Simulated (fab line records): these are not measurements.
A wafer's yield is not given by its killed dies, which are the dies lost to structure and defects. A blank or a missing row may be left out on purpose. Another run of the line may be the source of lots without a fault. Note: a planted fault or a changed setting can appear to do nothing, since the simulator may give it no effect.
Matching of chambers + flow n5Finfet + rieDiel-04 running N5_BEOL_M7_DESCUM_16: 4 sister chambers
The step chemistry O2, time 7.9 s. 4 wafers are shown with their chamber, then 7 later ones without.

## WAFERS PAIRED WITH THEIR CHAMBERS
| wafer  | chamber | throttleValvePct (%) |
|--------|---------|----------------------|
| L083.2 | 0       | 20.51                |
| L083.5 | 1       | 20.47                |
| L086.4 | 3       | 20.67                |
| L086.5 | 2       | 20.08                |

## WAFERS WHOSE CHAMBER IS MISSING
| wafer  | throttleValvePct (%) |
|--------|----------------------|
| L086.6 | 20.66                |
| L096.1 | 20.12                |
| L096.2 | 20.50                |
| L096.3 | 20.70                |
| L097.1 | 20.70                |
| L097.2 | 20.52                |
| L097.5 | 20.12                |

## WHICH CHAMBER EACH WENT THROUGH
| wafer  | from the rows above     | in truth |
|--------|-------------------------|----------|
| L086.6 | 3                       | 3        |
| L096.1 | 2                       | 2        |
| L096.2 | can't be placed: 0 or 1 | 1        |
| L096.3 | 3                       | 3        |
| L097.1 | 3                       | 3        |
| L097.2 | can't be placed: 0 or 1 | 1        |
| L097.5 | 2                       | 2        |
Placed correctly: 5 of 7. From these rows, 2 cannot be placed; in 2 the true chamber is one of the candidates. Placed wrongly: 0.
How it was worked out, from the rows above alone: a wafer's distance from a chamber is the root of the sum, over the readings, of the square of ((its reading less the chamber's mean) divided by the reading's scatter). If the next closest chamber is less than 2 further off than the closest, the wafer can't be placed; otherwise it belongs to the closest. Each chamber's mean is taken over the wafers shown for it. The scatter: root of mean squared gap, hidden wafer to nearest shown wafer, with one shown wafer a chamber.
